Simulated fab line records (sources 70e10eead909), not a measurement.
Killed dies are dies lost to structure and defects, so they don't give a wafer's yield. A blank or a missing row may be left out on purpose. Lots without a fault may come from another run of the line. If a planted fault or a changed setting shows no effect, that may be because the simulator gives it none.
Matching of chambers	flow nandHarc	rieDiel-03 running NHARC_A_STAIRCASE_STRIP_476: 4 sister chambers
The step strips in O2, time 20 s. 22 wafers are shown with their chamber, then 11 later ones without.

## WAFERS WITH THEIR CHAMBER
wafer	chamber	showerheadPlenumPTorr (Torr)	drypumpMotorCurrentA (A)	oesProductAu (a.u.)
L074.1	0	3.42	6.1	1.019
L074.2	3	3.66	6.1	0.992
L074.6	2	3.30	5.9	0.996
L078.1	1	3.43	6.4	0.994
L078.2	3	3.66	6.2	0.992
L078.4	2	3.30	5.9	0.998
L079.1	1	3.43	6.4	0.997
L079.3	2	3.30	5.9	0.994
L079.6	2	3.30	5.9	0.996
L081.2	0	3.41	6.1	1.011
L081.4	3	3.65	6.2	0.981
L081.5	0	3.41	6.1	1.017
L084.1	0	3.40	6.1	1.012
L084.2	1	3.42	6.4	1.000
L084.6	2	3.29	5.9	0.995
L085.1	2	3.29	5.9	0.996
L085.5	1	3.42	6.4	1.001
L085.6	2	3.29	5.9	0.988
L086.1	2	3.29	5.9	0.996
L086.2	0	3.40	6.1	1.001
L086.4	3	3.65	6.2	0.997
L088.1	1	3.41	6.4	0.998

SIGNATURES (averages over the wafers above)
reading	chamber 0	chamber 1	chamber 2	chamber 3	scatter within a chamber
showerheadPlenumPTorr	3.4080	3.4220	3.2950	3.6550	0.00691
drypumpMotorCurrentA	6.100	6.400	5.900	6.175	0.0204
oesProductAu	1.01200	0.99800	0.99487	0.99050	0.00486
Rule: a wafer's distance from a chamber is the root of the sum, over the readings, of the square of ((its reading less the chamber's mean) divided by the reading's scatter). If the next closest chamber is less than 2 further off than the closest, the wafer can't be placed; otherwise it belongs to the closest. The scatter: take each reading less its chamber's mean, square it, sum over the shown wafers, divide by the number of wafers less the number of chambers, and take the root.

## WAFERS MISSING THEIR CHAMBER
wafer	showerheadPlenumPTorr (Torr)	drypumpMotorCurrentA (A)	oesProductAu (a.u.)
L088.3	3.29	5.9	1.003
L088.4	3.65	6.2	1.007
L087.2	3.41	6.4	1.005
L087.3	3.29	5.9	0.997
L087.4	3.65	6.2	1.001
L089.2	3.41	6.4	0.990
L089.4	3.65	6.2	1.003
L089.6	3.41	6.4	0.996
L097.2	3.64	6.2	1.001
L097.4	3.39	6.1	1.001
L097.5	3.41	6.4	0.987

## THE CHAMBER EACH PASSED THROUGH
wafer	from the rows above	in truth
L088.3	2	2
L088.4	3	3
L087.2	1	1
L087.3	2	2
L087.4	3	3
L089.2	1	1
L089.4	3	3
L089.6	1	1
L097.2	3	3
L097.4	0	0
L097.5	1	1
Correctly placed: 11 of 11. Left unplaced by these rows: 0. 0 placed wrongly.
